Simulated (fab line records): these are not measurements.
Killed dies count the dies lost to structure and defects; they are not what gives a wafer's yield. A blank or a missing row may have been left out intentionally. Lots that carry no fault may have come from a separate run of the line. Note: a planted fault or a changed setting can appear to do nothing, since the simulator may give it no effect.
Matching of chambers / flow n5Finfet / uvCure-02 running N5_BEOL_M11_CURE_72: 3 sister chambers
The step cures SiCOH lowk, time 120 s. 6 wafers are shown with their chamber, then 8 later ones without.

== EACH WAFER AND ITS CHAMBER ==
wafer=L077.3; chamber=1; wafer_temp_C_max=371.3; lampPowerPct (%)=52.31
wafer=L077.4; chamber=1; wafer_temp_C_max=370.9; lampPowerPct (%)=52.26
wafer=L083.6; chamber=0; wafer_temp_C_max=371.7; lampPowerPct (%)=52.40
wafer=L089.5; chamber=2; wafer_temp_C_max=372.1; lampPowerPct (%)=52.33
wafer=L089.6; chamber=2; wafer_temp_C_max=372.4; lampPowerPct (%)=52.21
wafer=L090.3; chamber=0; wafer_temp_C_max=371.1; lampPowerPct (%)=52.37

== WAFERS WHOSE CHAMBER IS MISSING ==
wafer=L090.4; wafer_temp_C_max=371.3; lampPowerPct (%)=52.31
wafer=L090.5; wafer_temp_C_max=371.6; lampPowerPct (%)=52.29
wafer=L097.1; wafer_temp_C_max=371.7; lampPowerPct (%)=52.35
wafer=L097.3; wafer_temp_C_max=370.9; lampPowerPct (%)=52.33
wafer=L097.6; wafer_temp_C_max=371.6; lampPowerPct (%)=52.26
wafer=L094.2; wafer_temp_C_max=371.4; lampPowerPct (%)=52.32
wafer=L094.4; wafer_temp_C_max=372.0; lampPowerPct (%)=52.34
wafer=L094.5; wafer_temp_C_max=372.4; lampPowerPct (%)=52.31

== WHICH CHAMBER EACH ONE RAN IN ==
wafer=L090.4; from the rows above=can't be placed: 1 or 0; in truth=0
wafer=L090.5; from the rows above=can't be placed: 1 or 0 or 2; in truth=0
wafer=L097.1; from the rows above=can't be placed: 0 or 1 or 2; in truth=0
wafer=L097.3; from the rows above=can't be placed: 1 or 0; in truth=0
wafer=L097.6; from the rows above=can't be placed: 1 or 2 or 0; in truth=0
wafer=L094.2; from the rows above=can't be placed: 1 or 0 or 2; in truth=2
wafer=L094.4; from the rows above=can't be placed: 2 or 0 or 1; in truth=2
wafer=L094.5; from the rows above=2; in truth=2
Correctly placed: 1 of 8. Can't be placed from these rows: 7 (the true chamber is among the candidates in 7). Wrongly placed: 0.
How it was worked out, from the rows above alone: a wafer's distance from a chamber is the root of the sum, over the readings, of the square of ((its reading less the chamber's mean) divided by the reading's scatter). The wafer belongs to the nearest chamber; if the next one is less than 2 further off, it can't be placed. The mean given for a chamber averages the wafers shown for that chamber. The scatter: take each reading less its chamber's mean, square it, sum over the shown wafers, divide by the number of wafers less the number of chambers, and take the root.
